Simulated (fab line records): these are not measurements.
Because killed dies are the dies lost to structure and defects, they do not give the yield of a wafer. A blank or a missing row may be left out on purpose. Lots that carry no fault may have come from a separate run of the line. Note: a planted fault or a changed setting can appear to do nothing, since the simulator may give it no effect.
Commonality check across tools | flow nand_harc | Sample size 13 lots and 39 wafers

WHAT PROMPTED THE OPENING
On 2 of the 13 lots, a flag is raised at NHARC_P_STI_CD_MEAS_09 on the reading cd_nm. Wafers without a fault read 200.2 nm, standard deviation 2.1.
Rule: a lot is flagged when every wafer of it that has a number lies more than 4 standard deviations from that mean, or none has a number. As for the other lots, they are considered sound.

lot  | measured    | on        | cd_nm (nm), wafer by wafer | flag
L463 | day 2 10:49 | cd_sem-03 | 200.2 198.5 196.7          |
L464 | day 2 17:45 | cd_sem-01 | 203.5 202.8 204.0          |
L466 | day 3 01:59 | cd_sem-03 | 199.7 199.7 201.8          |
L467 | day 3 12:21 | cd_sem-01 | 200.8 198.7 199.3          |
L468 | day 3 16:46 | cd_sem-02 | 198.3 202.7 202.2          |
L474 | day 5 05:00 | cd_sem-02 | 212.3 214.7 215.2          | FLAGGED
L475 | day 5 13:08 | cd_sem-01 | 213.9 210.7 216.8          | FLAGGED
L476 | day 5 13:17 | cd_sem-01 | 200.3 199.6 197.6          |
L477 | day 5 22:51 | cd_sem-02 | 200.3 201.4 202.0          |
L478 | day 6 06:47 | cd_sem-01 | 202.1 199.5 198.4          |
L482 | day 7 05:53 | cd_sem-01 | 201.9 202.1 198.1          |
L484 | day 7 15:48 | cd_sem-02 | 198.5 200.5 203.5          |
L486 | day 8 05:08 | cd_sem-01 | 198.9 202.0 199.4          |
On average the flagged lots' numbers are 213.9 nm, which is +13.7 nm against the usual, or +7 standard deviations.

WHICH TOOL EACH LOT WENT THROUGH
The record keeps 1 process step preceding the reading, out of 1159 steps on the route. Every cell lists first the tool, next ch and the chambers used by the sampled wafers, and last the start.
lot  | flag    | NHARC_P_STI_PEB_07
L463 |         | litho_track-03 ch 0, day 2 10:44
L464 |         | litho_track-05 ch 0, day 2 17:40
L466 |         | litho_track-05 ch 0, day 3 01:54
L467 |         | litho_track-02 ch 0, day 3 12:16
L468 |         | litho_track-03 ch 0, day 3 16:40
L474 | FLAGGED | litho_track-05 ch 0, day 5 04:55
L475 | FLAGGED | litho_track-05 ch 0, day 5 13:03
L476 |         | litho_track-02 ch 0, day 5 13:13
L477 |         | litho_track-03 ch 0, day 5 22:46
L478 |         | litho_track-02 ch 0, day 6 06:41
L482 |         | litho_track-03 ch 0, day 7 05:47
L484 |         | litho_track-02 ch 0, day 7 15:43
L486 |         | litho_track-02 ch 0, day 8 05:02
These steps, and what they do:
- NHARC_P_STI_PEB_07: peb time 80 s.
- NHARC_P_STI_CD_MEAS_09: target cd 200 nm.

FLAGGED AGAINST TOTAL, ONE TOOL AT A TIME (gauges that did the reading follow at the end)
step                   | tool           | lots run | flagged | share of the flagged lots | sound lots run after its first flagged lot
NHARC_P_STI_PEB_07     | litho_track-02 | 5        | 0       | none                      | -
NHARC_P_STI_PEB_07     | litho_track-03 | 4        | 0       | none                      | -
NHARC_P_STI_PEB_07     | litho_track-05 | 4        | 2       | all                       | 0
NHARC_P_STI_CD_MEAS_09 | cd_sem-01      | 7        | 1       | some                      | 4 (L476,L478,L482,L486)
NHARC_P_STI_CD_MEAS_09 | cd_sem-02      | 4        | 1       | some                      | 2 (L477,L484)
NHARC_P_STI_CD_MEAS_09 | cd_sem-03      | 2        | 0       | none                      | -

WHAT THE TABLE PERMITS
All flagged lots share 1 row of the table, namely litho_track-05 at NHARC_P_STI_PEB_07.
- litho_track-05 at NHARC_P_STI_PEB_07: 2 of its 4 lots flagged. A fault beginning between L466 (day 3 01:54), its last sound lot, and L474 (day 5 04:55), its first flagged one, fits the data. Its own readings (plate_temp_C) fall more than 4 standard deviations out on all wafers of the flagged lots.
What remains is a single tool, litho_track-05 at NHARC_P_STI_PEB_07.

WHAT WAS PUT IN BY THE SIMULATOR
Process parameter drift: litho_track-05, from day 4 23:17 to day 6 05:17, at NHARC_P_STI_PEB_07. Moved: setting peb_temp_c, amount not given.
Struck lots among those shown: L474, L475. The rule above reached the same finding.
